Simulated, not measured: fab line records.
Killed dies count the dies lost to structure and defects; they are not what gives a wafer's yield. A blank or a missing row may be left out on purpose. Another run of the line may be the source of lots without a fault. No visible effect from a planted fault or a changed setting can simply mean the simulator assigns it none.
fab line records    flow nand_harc
[record] lots = 13  wafers = 39  last_day = 33
route steps=1302 shown A_CHANNEL_FILL_D1@500 A_DECK1_JOINT@528 A_ONON_D2@545 END@1302
lots with no fault: from the same line, run without faults
start_h: start of the lot's first displayed wafer, in hours after the record's first day    wait_h: how many hours have passed since the lot's step before this one    " as in the row above    L1.1+2: several wafers, shown together as one row    - no value, or no start given    * or withheld: withheld    < > ~ a bound
route shown NAME@n: a module of which the file shows steps, and the number in the route of the first    usual: mean/standard deviation of fault-free wafers    same: alike in all rows    chamber/n: place in a boat    sites: each site's reading    _std_site: the standard deviation of these    _edge_site: inner sites' mean taken away from outer sites' mean    radius_mm: for every site, how far away it sits from the centre of the wafer    mask NAME#n: copy n    behind: the last tool/chamber to shape the wafer    hold: cause of the lot's hold/its duration in hours/its outcome    device: the n, p or np transistor that did not switch    end of line: the same wafers' tests at the end of the route    a step without rows: its recipe alone    killed: count of dies lost to structure and defects at first sort (not the wafer's yield)    map: the dies of a wafer, with x for killed, . for not killed, _ for no die there
set.NAME: setting as actually run; set.NAME@STEP: the setting as run at that earlier step    model.NAME: the simulator's own value behind a step, which no gauge read
one table for each step of the route and one row for each wafer, over a sample of lots
services: from which hour (start_h, from the record's first day; less than 0 if before it) a tool's chamber was out of use, for how many hours, and why
[[steps]]
[step NHARC_A_CHANNEL_FILL_D1_ETCHBACK_20]
[recipe] target_depth_a = 270  time_s = 13.5  c4f8_flow_sccm = withheld  o2_flow_sccm = 8  ar_flow_sccm = withheld  rf_w = 600  bias_w = 1500  chemistry = C4F8/O2/Ar
[usual] chamber_pressure_mTorr = 25.000/0.021  oes_product_au = 0.96/0.035  rf_vpp_V = 980/6.5
lot.wafer  tool         chamber  start_h  wait_h  chamber_pressure_mTorr  oes_product_au  rf_hours_counter_h  rf_vpp_V
L499.3     rie_diel-13  3        216.38   -       25.004                  1.00            2.2                 988
L499.2     "            1        "        "       25.010                  1.00            2.6                 987
L499.6     "            3        "        "       25.000                  0.99            -                   987
L498.2     rie_diel-12  3        216.39   -       25.004                  0.93            7.5                 976
L498.4     "            0        "        "       25.027                  0.93            7.5                 970
L498.5     "            2        "        "       24.974                  0.93            -                   981
L503.3     rie_diel-06  3        258.82   -       25.020                  1.00            7.3                 971
L503.4     "            0        "        "       24.979                  1.00            7.0                 986
L503.1     "            2        "        "       24.982                  1.00            7.1                 988
L504.3     rie_diel-13  0        278.48   -       25.008                  0.91            5.5                 980
L504.1     "            2        "        "       24.970                  0.92            4.9                 976
L504.5     "            3        "        "       24.952                  0.92            -                   990
L505.3     rie_diel-13  1        291.73   -       25.016                  0.94            6.0                 988
L505.5     "            2        "        "       25.009                  0.93            -                   978
L505.6     "            3        "        "       25.013                  0.92            -                   987
L507.3     rie_diel-13  0        299.13   -       24.997                  0.93            6.2                 977
L507.2     "            1        "        "       24.994                  0.93            6.1                 988
L507.4     "            3        "        "       24.977                  0.92            5.8                 987
L506.3     rie_diel-12  0        299.14   -       24.988                  1.00            0.2                 970
L506.4     "            1        "        "       25.032                  1.01            0.2                 977
L506.6     "            1        "        "       25.009                  1.00            -                   978
L509.1     rie_diel-12  3        329.79   -       24.983                  1.00            2.2                 976
L509.4     "            0        "        "       24.995                  1.00            1.9                 970
L509.6     "            2        "        "       24.994                  1.00            -                   980
L510.3     rie_diel-13  1        329.79   -       24.992                  0.93            8.6                 989
L510.4     "            2        "        "       25.001                  0.92            8.0                 976
L510.6     "            3        "        "       25.025                  0.93            -                   987
L511.4     rie_diel-13  0        337.65   -       24.967                  0.93            8.5                 979
L511.3     "            1        "        "       25.017                  0.93            8.7                 990
L511.6     "            3        "        "       25.011                  0.92            -                   989
L518.3     rie_diel-06  2        416.77   -       24.986                  0.97            5.9                 988
L518.1     "            0        "        "       25.003                  0.96            5.8                 987
L518.5     "            2        "        "       24.974                  0.95            -                   988
L519.4     rie_diel-13  3        420.44   -       25.012                  1.01            3.3                 987
L519.5     "            3        "        "       24.972                  1.00            -                   988
L519.6     "            0        "        "       24.962                  1.01            -                   980
L520.4     rie_diel-06  1        429.64   -       25.011                  1.00            6.5                 973
L520.2     "            2        "        "       25.044                  0.99            6.5                 987
L520.1     "            3        "        "       25.027                  1.00            5.5                 971
[step NHARC_A_DECK1_JOINT_THK_MEAS_14]
[recipe] thk_meas_gauge = ellipsometry
[usual] thk_nm = 51.1/1.4
lot.wafer  tool           chamber  start_h  wait_h  thk_nm
L498.2     film_metro-02  -        252.06   0.2     52.9
L498.4     "              -        "        "       53.0
L498.5     "              -        "        "       52.6
L499.2     film_metro-01  -        252.06   0.2     51.8
L499.3     "              -        "        "       48.2
L499.6     "              -        "        "       49.8
L503.1     film_metro-02  -        293.12   0.2     50.6
L503.3     "              -        "        "       49.5
L503.4     "              -        "        "       49.7
L504.1     film_metro-01  -        314.04   0.2     50.1
L504.3     "              -        "        "       48.8
L504.5     "              -        "        "       49.8
L505.3     film_metro-01  -        326.84   0.2     52.1
L505.5     "              -        "        "       49.8
L505.6     "              -        "        "       52.0
L507.2     film_metro-01  -        333.31   0.2     50.7
L507.3     "              -        "        "       49.5
L507.4     "              -        "        "       50.6
L506.3     film_metro-02  -        333.31   0.2     51.0
L506.4     "              -        "        "       51.6
L506.6     "              -        "        "       50.9
L510.3     film_metro-02  -        365.24   0.2     52.7
L510.4     "              -        "        "       50.2
L510.6     "              -        "        "       51.8
L509.1     film_metro-01  -        365.24   0.2     49.9
L509.4     "              -        "        "       49.2
L509.6     "              -        "        "       51.0
L511.3     film_metro-01  -        373.76   0.2     51.3
L511.4     "              -        "        "       51.6
L511.6     "              -        "        "       50.8
L518.1     film_metro-01  -        450.92   0.2     52.1
L518.3     "              -        "        "       51.3
L518.5     "              -        "        "       53.1
L519.4     film_metro-01  -        454.73   0.2     51.8
L519.5     "              -        "        "       51.2
L519.6     "              -        "        "       53.1
L520.1     film_metro-01  -        467.31   0.2     52.9
L520.2     "              -        "        "       51.4
L520.4     "              -        "        "       52.2
[step NHARC_A_ONON_D2_DEP_00]
[recipe] target_thk_a = 10000  n2_flow_sccm = 2750  n2o_flow_sccm = 2000  nh3_flow_sccm = 500  sih4_flow_sccm = 210  temp_c = 400
[usual] n2_flow_sccm = 2750/8.1  n2o_flow_sccm = 2000/5.1
lot.wafer  tool           chamber  start_h  wait_h  n2_flow_sccm  n2o_flow_sccm
L498.2     pecvd_onon-02  0        273.88   0.1     2746          1998
L498.4     "              0        "        "       2747          2002
L498.5     "              0        "        "       2746          2001
L499.2     pecvd_onon-04  0        273.92   0.1     2757          1990
L499.3     "              0        "        "       2741          1995
L499.6     "              0        "        "       2737          1994
L503.1     pecvd_onon-01  0        327.85   0.1     2747          1998
L503.3     "              0        "        "       2754          1998
L503.4     "              0        "        "       2748          1996
L504.1     pecvd_onon-01  0        337.04   0.1     2748          2004
L504.3     "              0        "        "       2756          1999
L504.5     "              0        "        "       2747          2002
L505.3     pecvd_onon-04  0        348.40   0.2     2754          2003
L505.5     "              0        "        "       2746          2003
L505.6     "              0        "        "       2760          1998
L506.3     pecvd_onon-01  0        354.07   0.2     2756          1991
L506.4     "              0        "        "       2759          2005
L506.6     "              0        "        "       2753          2000
L507.2     pecvd_onon-04  0        354.09   0.1     2747          2014
L507.3     "              0        "        "       2742          2000
L507.4     "              0        "        "       2749          1998
L509.1     pecvd_onon-02  0        391.61   0.1     2752          2002
L509.4     "              0        "        "       2761          1995
L509.6     "              0        "        "       2762          1999
L510.3     pecvd_onon-01  0        391.66   0.2     2751          1999
L510.4     "              0        "        "       2748          2005
L510.6     "              0        "        "       2745          2000
L511.3     pecvd_onon-01  0        398.49   0.2     2751          2002
L511.4     "              0        "        "       2740          2003
L511.6     "              0        "        "       2750          1997
L518.1     pecvd_onon-01  0        476.29   0.1     2754          2009
L518.3     "              0        "        "       2753          2008
L518.5     "              0        "        "       2746          2006
L519.4     pecvd_onon-04  0        476.47   0.2     2748          2004
L519.5     "              0        "        "       2750          2000
L519.6     "              0        "        "       2752          1999
L520.1     pecvd_onon-01  0        499.51   0.1     2754          2002
L520.2     "              0        "        "       2756          1994
L520.4     "              0        "        "       2758          1997
[step NHARC_A_ONON_D2_THK_MEAS_02]
[recipe] thk_meas_gauge = ellipsometry
[usual] thk_nm = 997/8.8
lot.wafer  tool           chamber  start_h  wait_h  thk_nm
L498.2     film_metro-01  -        274.33   -       990
L498.4     "              -        "        "       987
L498.5     "              -        "        "       989
L499.2     film_metro-02  -        274.38   -       1002
L499.3     "              -        "        "       1002
L499.6     "              -        "        "       1005
L503.1     film_metro-01  -        328.36   -       988
L503.3     "              -        "        "       987
L503.4     "              -        "        "       986
L504.1     film_metro-02  -        337.55   -       994
L504.3     "              -        "        "       997
L504.5     "              -        "        "       996
L505.3     film_metro-01  -        348.80   -       1000
L505.5     "              -        "        "       998
L505.6     "              -        "        "       999
L506.3     film_metro-01  -        354.46   -       983
L506.4     "              -        "        "       983
L506.6     "              -        "        "       981
L507.2     film_metro-02  -        354.54   -       1010
L507.3     "              -        "        "       1009
L507.4     "              -        "        "       1011
L510.3     film_metro-02  -        392.06   -       1014
L510.4     "              -        "        "       1557
L510.6     "              -        "        "       1014
L509.1     film_metro-01  -        392.12   -       1000
L509.4     "              -        "        "       997
L509.6     "              -        "        "       998
L511.3     film_metro-02  -        398.88   -       996
L511.4     "              -        "        "       1538
L511.6     "              -        "        "       997
L519.4     film_metro-01  -        476.81   -       1006
L519.5     "              -        "        "       1006
L519.6     "              -        "        "       1004
L518.1     film_metro-02  -        476.81   -       995
L518.3     "              -        "        "       993
L518.5     "              -        "        "       996
L520.1     film_metro-01  -        500.02   -       997
L520.2     "              -        "        "       994
L520.4     "              -        "        "       996
[step NHARC_END_SORT_01]
[recipe] temp_c = 25
[usual] killed_at_array = 59/19  killed_at_other = 0.6/0.85  killed_at_periphery = 3.8/2.5  killed_dies = 64/19  killed_open = 3.3/1.8  killed_short = 2.2/1.6
[same] gross_dies = 677
lot.wafer  tool       chamber  start_h  wait_h  killed_at_array  killed_at_other  killed_at_periphery  killed_dies  killed_open  killed_short
L503.1     prober-01  0        617.01   2.5     72               0                7                    79           3            3
L503.3     prober-01  0        618.60   3.1     74               0                2                    76           2            2
L503.4     prober-01  0        619.40   3.4     67               0                9                    76           8            2
L506.3     prober-01  0        654.06   3.1     89               0                0                    89           6            3
L506.4     prober-01  0        654.86   3.4     78               1                3                    82           3            3
L506.6     prober-01  0        656.45   4.0     67               1                7                    75           5            3
L510.3     prober-01  0        691.06   3.1     59               1                2                    62           3            0
L510.4     prober-01  0        691.86   3.4     675              1                1                    677          4            2
L510.6     prober-01  0        693.46   4.0     60               0                2                    62           0            5
L511.3     prober-02  0        700.93   5.5     84               0                3                    87           4            1
L511.4     prober-02  0        701.73   5.8     675              0                2                    677          5            2
L511.6     prober-02  0        703.35   6.4     71               0                4                    75           3            3
// killed by level:class
L503.1 A_CHANNEL_HOLE_D2:chamber_film_flake=32 A_SLIT:chamber_film_flake=28 P_GATE:chamber_film_flake=6 A_CONTACT:chamber_film_flake=4 A_WL_FILL:geometric_particle:short=2 A_CHANNEL_HOLE_D1:chamber_film_flake=2 P_M0:geometric_particle:open=1 A_CHANNEL_HOLE_D2:geometric_particle:open=1
L503.3 A_CHANNEL_HOLE_D2:chamber_film_flake=36 A_SLIT:chamber_film_flake=23 A_CONTACT:chamber_film_flake=8 P_CONTACT:geometric_particle:open=1 A_SOURCE_PLATE:geometric_particle:open=1 A_CHANNEL_FILL_D1:geometric_particle:short=1 A_STAIRCASE:geometric_particle:short=1 P_GATE:chamber_film_flake=1
L503.4 A_SLIT:chamber_film_flake=28 A_CHANNEL_HOLE_D2:chamber_film_flake=21 A_CONTACT:chamber_film_flake=7 P_GATE:chamber_film_flake=4 A_CHANNEL_HOLE_D1:chamber_film_flake=3 P_M0:geometric_particle:open=2 A_CHANNEL_FILL_D2:geometric_particle:open=2 P_GATE:geometric_particle:open=1
L506.3 A_CHANNEL_HOLE_D1:chamber_film_flake=34 A_SLIT:chamber_film_flake=23 A_CHANNEL_HOLE_D2:chamber_film_flake=14 A_BONDPAD:chamber_film_flake=3 A_CHANNEL_FILL_D2:geometric_particle:short=2 A_CHANNEL_FILL_D2:geometric_particle:open=2 A_STAIRCASE:chamber_film_flake=2 A_CONTACT:chamber_film_flake=2
L506.4 A_SLIT:chamber_film_flake=25 A_CHANNEL_HOLE_D1:chamber_film_flake=21 A_CHANNEL_HOLE_D2:chamber_film_flake=15 A_CONTACT:chamber_film_flake=4 A_BONDPAD:chamber_film_flake=4 A_CHANNEL_FILL_D2:chamber_film_flake=2 P_M0:geometric_particle:open=1 A_ONON_D1:geometric_particle:short=1
L506.6 A_SLIT:chamber_film_flake=25 A_CHANNEL_HOLE_D1:chamber_film_flake=22 A_CHANNEL_HOLE_D2:chamber_film_flake=10 A_BONDPAD:chamber_film_flake=5 P_GATE:chamber_film_flake=3 P_STI:geometric_particle:short=1 P_CONTACT:geometric_particle:open=1 P_CONTACT:geometric_particle:short=1
L510.3 A_SLIT:chamber_film_flake=38 A_WL_FILL:chamber_film_flake=9 A_STAIRCASE:chamber_film_flake=3 P_GATE:chamber_film_flake=2 A_CHANNEL_HOLE_D1:chamber_film_flake=2 A_CONTACT:chamber_film_flake=2 A_WL_FILL:geometric_particle:open=1 A_M0:geometric_particle:open=1
L510.4 A_ONON_D2:area_dep=613 A_SLIT:chamber_film_flake=35 A_CONTACT:chamber_film_flake=9 A_CHANNEL_HOLE_D1:chamber_film_flake=8 A_SGD_CUT:geometric_particle:open=2 A_ONON_D1:geometric_particle:open=1 A_CHANNEL_FILL_D1:geometric_particle:short=1 A_CHANNEL_HOLE_D2:geometric_particle:short=1
L510.6 A_SLIT:chamber_film_flake=40 A_CONTACT:chamber_film_flake=4 A_ONON_D1:geometric_particle:short=3 A_CHANNEL_HOLE_D1:chamber_film_flake=3 A_DECK1_JOINT:chamber_film_flake=3 A_STAIRCASE:chamber_film_flake=3 A_WL_FILL:chamber_film_flake=2 P_GATE:geometric_particle:short=1
L511.3 A_CHANNEL_HOLE_D1:chamber_film_flake=32 A_SLIT:chamber_film_flake=29 A_CHANNEL_HOLE_D2:chamber_film_flake=12 A_CONTACT:chamber_film_flake=4 A_CHANNEL_FILL_D2:geometric_particle:open=2 A_WL_FILL:chamber_film_flake=2 P_CONTACT:geometric_particle:open=1 A_ONON_D1:geometric_particle:open=1
L511.4 A_ONON_D2:area_dep=599 A_CHANNEL_HOLE_D1:chamber_film_flake=26 A_SLIT:chamber_film_flake=24 A_CHANNEL_HOLE_D2:chamber_film_flake=11 A_CONTACT:chamber_film_flake=5 A_ONON_D1:geometric_particle:short=2 A_CHANNEL_FILL_D1:geometric_particle:open=2 A_BONDPAD:chamber_film_flake=2
L511.6 A_SLIT:chamber_film_flake=28 A_CHANNEL_HOLE_D1:chamber_film_flake=18 A_CHANNEL_HOLE_D2:chamber_film_flake=10 A_CONTACT:chamber_film_flake=5 A_BONDPAD:chamber_film_flake=3 P_M1:chamber_film_flake=2 A_WL_FILL:chamber_film_flake=2 P_CONTACT:geometric_particle:open=1
[[services]]
tool           chamber  start_h  hours  kind
rie_diel-06    -        219.03   0.6    repair
rie_diel-12    2        231.05   7.4    repair
pecvd_onon-04  -        241.68   7.7    repair
pecvd_onon-01  -        248.47   1.3    repair
rie_diel-06    3        261.93   4.9    repair
rie_diel-12    0        266.02   2.6    repair
rie_diel-12    -        268.40   9.0    pm
pecvd_onon-01  -        269.00   13.0   pm
rie_diel-06    2        293.45   2.4    repair
rie_diel-06    -        307.20   9.0    pm
pecvd_onon-04  -        311.91   13.0   pm
rie_diel-13    0        315.73   1.5    repair
rie_diel-12    1        319.98   4.8    repair
rie_diel-06    -        328.40   0.7    repair
rie_diel-12    2        330.61   3.5    repair
rie_diel-06    3        331.08   6.8    repair
rie_diel-12    -        337.84   1.1    repair
rie_diel-13    -        342.00   9.0    pm
rie_diel-06    3        346.28   5.7    repair
rie_diel-06    0        352.51   3.5    repair
rie_diel-12    0        382.64   1.4    repair
pecvd_onon-04  -        434.90   2.4    repair
pecvd_onon-01  -        450.00   13.0   pm
pecvd_onon-04  -        492.91   13.0   pm
[[key]]
[first_sign] step = NHARC_A_ONON_D2_THK_MEAS_02  reading = thk_nm  direction = up  sigmas = 62  usual = 997  struck = 1547
[effect] step = NHARC_END_SORT_01  reading = killed_dies  direction = up  sigmas = 33  usual = 64  struck = 677
[more_kills_born_at] NHARC_A_ONON_D2_DEP_00@pecvd_onon-01 = 1212
met_at NHARC_A_ONON_D2_DEP_00
struck_lots L510,L511
struck_wafers L510.4,L511.4
later_rows_left_out L510.4,L511.4
tester_left_out L510,L511
not_acting_at NHARC_A_CHANNEL_FILL_D1_ETCHBACK_20,NHARC_A_DECK1_JOINT_THK_MEAS_14
onset_between 354.07 391.66
[fault] kind = process_parameter_drift  tool = pecvd_onon-01  chamber = -  onset_h = 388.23  steps = NHARC_A_ONON_D2_DEP_00  channel = target_thk_a  offset = *  shape = step  end_h = 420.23  scope = struck_wafers_only  acts_in = *  stated = *
// tester_left_out: of these lots the tester's yield and bins aren't shown, on N5 and GAA mostly nor the transistor test; their killed dies are dies lost to structure and defects alone, not to doping, threshold or leakage, so they don't give the yield
// later_rows_left_out: the simulator's readings of these wafers behind a module that went badly wrong aren't trusted and aren't shown, but for the sort
